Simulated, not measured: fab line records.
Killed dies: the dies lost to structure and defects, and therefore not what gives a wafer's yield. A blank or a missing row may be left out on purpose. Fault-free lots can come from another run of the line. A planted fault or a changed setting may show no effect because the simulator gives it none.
Chamber matching | flow n5_finfet | N5_HKMG_FIN_ETCH_54 on rie_diel-04: 4 sister chambers
The step etches SiARC in CF4, target depth 45.5 nm, time 75.8 s. 8 wafers are shown with their chamber, then 8 later ones without.

WAFERS PAIRED WITH THEIR CHAMBERS
wafer  | chamber | drypump_motor_current_A (A) | throttle_valve_pct (%)
L077.5 | 2       | 6.0                         | 15.14
L080.6 | 2       | 6.0                         | 15.14
L081.3 | 1       | 5.9                         | 15.57
L082.5 | 0       | 5.0                         | 15.69
L083.1 | 1       | 5.8                         | 15.58
L083.4 | 0       | 5.0                         | 15.68
L083.5 | 3       | 5.0                         | 15.52
L085.2 | 3       | 5.0                         | 15.53

WAFERS WITHOUT THEIR CHAMBER
wafer  | drypump_motor_current_A (A) | throttle_valve_pct (%)
L085.3 | 5.0                         | 15.69
L085.4 | 5.8                         | 15.61
L087.2 | 6.0                         | 15.18
L087.4 | 6.0                         | 15.17
L087.5 | 5.0                         | 15.54
L088.1 | 5.0                         | 15.70
L088.2 | 5.8                         | 15.63
L088.5 | 6.0                         | 15.15

WHICH CHAMBER EACH ONE RAN IN
wafer  | from the rows above | in truth
L085.3 | 0                   | 0
L085.4 | 1                   | 1
L087.2 | 2                   | 2
L087.4 | 2                   | 2
L087.5 | 3                   | 3
L088.1 | 0                   | 0
L088.2 | 1                   | 1
L088.5 | 2                   | 2
Placed correctly: 8 of 8. Can't be placed from these rows: 0. Placed wrongly: 0.
How it was worked out, from the rows above alone: a wafer's distance from a chamber is the root of the sum, over the readings, of the square of ((its reading less the chamber's mean) divided by the reading's scatter). The wafer belongs to the nearest chamber; if the next one is less than 2 further off, it can't be placed. For every chamber, the mean is computed from those of its wafers that are shown. The scatter: take each reading less its chamber's mean, square it, sum over the shown wafers, divide by the number of wafers less the number of chambers, and take the root.
